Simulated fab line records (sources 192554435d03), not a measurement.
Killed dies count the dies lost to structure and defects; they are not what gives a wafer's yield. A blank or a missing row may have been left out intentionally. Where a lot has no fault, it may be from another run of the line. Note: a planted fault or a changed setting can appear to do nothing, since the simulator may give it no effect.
Comparing a struck lot with a sound one + flow n5 finfet + 41 out of 1938 route steps
Sound: wafers L791.1, L791.2, L791.4. Struck: wafer L804.1 (left out: L804.2, L804.6 of the same lot, which were not struck); the cause appears at the end.
For every step that has rows: the tool of each side, followed by ch and its chambers, followed by its first start. Under that, the readings that differ: sound wafers + struck wafers + difference of the means + sigmas: that difference in standard deviations of wafers without a fault.
alike: same words and numbers on both sides, and readings whose means sit less than 2 such deviations apart. not compared: any withheld reading, any reading some wafer has no value for, any bound like >300 that may hide the same value, and any number with overlapping values for which the record gives no deviation.
A row with sigmas, a row that says differs or no value, or rows on one side alone: a step with any of these is where the two part. Numbers that have no deviation but don't overlap get no sigmas and don't part them. A reading that every wafer of one side lacks parts them only if that side has two wafers or more.

first, 4 steps without rows for these wafers: N5_BEOL_M1_HM_STRIP_39 (strips TiN in peroxide tin strip, target depth 25 nm, time 158 s); N5_BEOL_M1_SRD_40 (time 30 s); N5_BEOL_M1_PRECLEAN_42 (cleans in residue remover, time 60 s); N5_BEOL_M1_SRD_43 (time 30 s).
N5_BEOL_M1_CD_MEAS_35: target cd 18 nm, target cd y 21 nm.
  sound: cd sem-03 at day 7 21:44; struck: cd sem-01 at day 11 07:29
  alike: cd nm
then, 3 steps without rows for these wafers: N5_BEOL_M1_DEGAS_44 (time 60 s); N5_BEOL_M1_PRE_CLEAN_45 (time 30 s); N5_BEOL_M1_ALD_84 (deposits TaN, pulse time 2 s, purge time 3 s, co reactant purge time 2 s).
N5_BEOL_M1_SURFACE_TREAT_85:
  sound: pvd sputter-01 at day 7 22:25; struck: pvd sputter-01 at day 11 08:17
  not compared: throttle valve pct
then, 3 steps without rows for these wafers: N5_BEOL_M1_CVD_47 (deposits Co from CCTBA/H2, target thk 3 nm, time 223.8 s); N5_BEOL_M1_SPUTTER_48 (material Cu, target thk 4.5 nm, time 8.29 s); N5_BEOL_M1_ANNEAL_49 (time 240 s).
N5_BEOL_M1_SPUTTER_79: material Cu, target thk 4.5 nm, time 8.29 s.
  sound: pvd sputter-02 at day 7 22:51; struck: pvd sputter-02 at day 11 08:47
| reading              | sound                | struck | difference | sigmas |
|----------------------|----------------------|--------|------------|--------|
| susceptor temp C (C) | -19.85 -19.84 -19.93 | -20.13 | -0.26      | -2     |
  alike: chuck gas flow sccm, throttle valve pct
then, 6 steps without rows for these wafers: N5_BEOL_M1_ANNEAL_80 (time 240 s); N5_BEOL_M1_SPUTTER_81 (material Cu, target thk 4.5 nm, time 8.29 s); N5_BEOL_M1_ANNEAL_82 (time 240 s); N5_BEOL_M1_SPUTTER_86 (material Cu, target thk 4.5 nm, time 8.29 s); N5_BEOL_M1_ANNEAL_87 (time 240 s); N5_BEOL_M1_SPUTTER_88 (material Cu, target thk 4.5 nm, time 8.29 s).
N5_BEOL_M1_ANNEAL_89: time 240 s.
  sound: pvd sputter-02 at day 7 23:35; struck: pvd sputter-02 at day 11 09:31
  alike: heater power w, susceptor temp C
then, 4 steps without rows for these wafers: N5_BEOL_M1_SPUTTER_90 (material Cu, target thk 4.5 nm, time 8.29 s); N5_BEOL_M1_ANNEAL_91 (time 240 s); N5_BEOL_M1_SPUTTER_92 (material Cu, target thk 4.5 nm, time 8.29 s); N5_BEOL_M1_ANNEAL_93 (time 240 s).
N5_BEOL_M1_SPUTTER_94: material Cu, target thk 4.5 nm, time 8.29 s.
  sound: pvd sputter-02 at day 8 00:10; struck: pvd sputter-02 at day 11 10:06
  alike: chuck gas flow sccm, susceptor temp C, throttle valve pct
N5_BEOL_M1_ANNEAL_95: time 240 s.
  sound: pvd sputter-02 at day 8 00:15; struck: pvd sputter-02 at day 11 10:11
  alike: heater power w, susceptor temp C
then, 7 steps without rows for these wafers: N5_BEOL_M1_SPUTTER_96 (material Cu, target thk 4.5 nm, time 8.29 s); N5_BEOL_M1_ECD_50 (material Cu, target thk 300 nm); N5_BEOL_M1_ANNEAL_51 (time 90 s); N5_BEOL_M1_CMP_52 (polishes, stops on SiOC, t overpolish 6.8 s, target thk 40 nm); N5_BEOL_M1_PRE_CLEAN_60 (time 15 s); N5_BEOL_M1_CO_CAP_55 (material Co, precursor CCTBA/H2, target thk 2 nm, time 102.1 s); N5_BEOL_M1_PRE_CLEAN_56 (time 15 s).
N5_BEOL_M1_DEP_57: deposits SiCN from 3MS/NH3, target thk 8 nm, time 14 s.
  sound on pecvd-04 ch 0,1,2, day 8 01:23; struck on pecvd-01 ch 0, day 11 11:19
| reading                         | sound             | struck | difference | sigmas |
|---------------------------------|-------------------|--------|------------|--------|
| showerhead plenum p Torr (Torr) | 3.663 3.693 3.678 | 3.645  | -0.033     | -3     |
  alike: throttle valve pct
N5_BEOL_M1_RS_MEAS_58: a four-point-probe measurement.
  sound: film metro-01 at day 8 01:27; struck: film metro-02 at day 11 11:24
  alike: M1_RS
then, 1 step without rows for these wafers: N5_BEOL_M2_ILD_DEP_00 (deposits SiOC from DEMS/O2, target thk 79 nm, time 15.3 s).
N5_BEOL_M2_THK_MEAS_01:
  sound: film metro-01 at day 8 01:35; struck: film metro-02 at day 11 11:32
  alike: M2_ILD_THK
then, 3 steps without rows for these wafers: N5_BEOL_M2_PECVD_72 (deposits SiO2 from TEOS/O2, target thk 16 nm, time 18 s); N5_BEOL_M2_HM_DEP_02 (deposits TiN, target thk 20 nm); N5_BEOL_M2_COAT_61 (time 60 s, resist thk 60 nm).
-- record jumps: 9 days separate the struck wafers' starts on either side; left off in module BEOL_M2, taken up again in module PASSIVATION, whose first shown step is the route's number 1936 --
N5_PASSIVATION_PROBE_49:
  only the struck wafers here have rows in the record (prober-01, day 20 06:22); the sound ones have none

## WHERE THEY PART
At N5_BEOL_M1_SPUTTER_79 first; at N5_PASSIVATION_PROBE_49 last (within this record only).

WHY: what the simulator had put in
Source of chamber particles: pvd sputter-02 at N5_BEOL_M1_SPUTTER_79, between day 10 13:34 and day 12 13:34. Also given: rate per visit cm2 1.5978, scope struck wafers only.
